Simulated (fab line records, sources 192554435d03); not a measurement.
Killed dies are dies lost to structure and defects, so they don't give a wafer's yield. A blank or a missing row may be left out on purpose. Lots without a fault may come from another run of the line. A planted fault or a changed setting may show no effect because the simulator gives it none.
Chamber matching | flow n5_finfet | N5_FIN_CUT_ETCH_30 on rie_diel-01: 4 sister chambers
The step etches underlayer in N2/H2, target depth 13 nm, time 10.4 s. 20 wafers are shown with their chamber, then 10 later ones without.

WAFERS WITH THEIR CHAMBER
wafer  | chamber | showerhead_plenum_p_Torr (Torr) | drypump_motor_current_A (A) | oes_product_au (a.u.)
L075.3 | 0       | 2.66                            | 6.7                         | 0.68
L075.4 | 3       | 2.50                            | 5.8                         | 0.80
L075.6 | 0       | 2.66                            | 6.7                         | 0.67
L078.2 | 2       | 2.63                            | 5.4                         | 0.61
L078.4 | 0       | 2.65                            | 6.7                         | 0.66
L078.5 | 3       | 2.49                            | 5.8                         | 0.77
L084.2 | 0       | 2.65                            | 6.6                         | 0.67
L084.4 | 1       | 2.72                            | 5.0                         | 0.82
L084.6 | 1       | 2.72                            | 5.0                         | 0.82
L085.2 | 3       | 2.49                            | 5.7                         | 0.76
L085.3 | 2       | 2.63                            | 5.4                         | 0.59
L085.4 | 1       | 2.72                            | 5.0                         | 0.81
L086.1 | 1       | 2.72                            | 5.0                         | 0.81
L086.3 | 0       | 2.65                            | 6.7                         | 0.66
L086.5 | 0       | 2.65                            | 6.7                         | 0.66
L087.2 | 2       | 2.63                            | 5.4                         | 0.60
L087.4 | 3       | 2.49                            | 5.7                         | 0.74
L087.5 | 3       | 2.49                            | 5.7                         | 0.74
L089.3 | 0       | 2.64                            | 6.7                         | 0.66
L089.4 | 3       | 2.49                            | 5.7                         | 0.74

SIGNATURES (means of the wafers above)
reading                  | chamber 0 | chamber 1 | chamber 2 | chamber 3 | scatter within a chamber
showerhead_plenum_p_Torr | 2.6514    | 2.7200    | 2.6300    | 2.4917    | 0.0048
drypump_motor_current_A  | 6.686     | 5.000     | 5.400     | 5.733     | 0.037
oes_product_au           | 0.6657    | 0.8150    | 0.6000    | 0.7583    | 0.0149
Rule: a wafer's distance from a chamber is the root of the sum, over the readings, of the square of ((its reading less the chamber's mean) divided by the reading's scatter). The wafer belongs to the nearest chamber; if the next one is less than 2 further off, it can't be placed. The scatter: the root of (the sum of the squares of (reading less its chamber's mean) over the shown wafers, divided by (wafers less chambers)).

WAFERS WITHOUT THEIR CHAMBER
wafer  | showerhead_plenum_p_Torr (Torr) | drypump_motor_current_A (A) | oes_product_au (a.u.)
L089.5 | 2.64                            | 6.7                         | 0.66
L092.2 | 2.64                            | 6.6                         | 0.66
L092.4 | 2.72                            | 5.0                         | 0.77
L092.5 | 2.62                            | 5.4                         | 0.60
L095.2 | 2.71                            | 5.0                         | 0.76
L095.4 | 2.71                            | 5.0                         | 0.77
L095.6 | 2.64                            | 6.7                         | 0.65
L096.3 | 2.64                            | 6.7                         | 0.65
L096.4 | 2.48                            | 5.7                         | 0.73
L096.5 | 2.62                            | 5.4                         | 0.60

WHICH CHAMBER EACH WENT THROUGH
wafer  | from the rows above | in truth
L089.5 | 0                   | 0
L092.2 | 0                   | 0
L092.4 | 1                   | 1
L092.5 | 2                   | 2
L095.2 | 1                   | 1
L095.4 | 1                   | 1
L095.6 | 0                   | 0
L096.3 | 0                   | 0
L096.4 | 3                   | 3
L096.5 | 2                   | 2
Placed correctly: 10 of 10. Can't be placed from these rows: 0. Placed wrongly: 0.
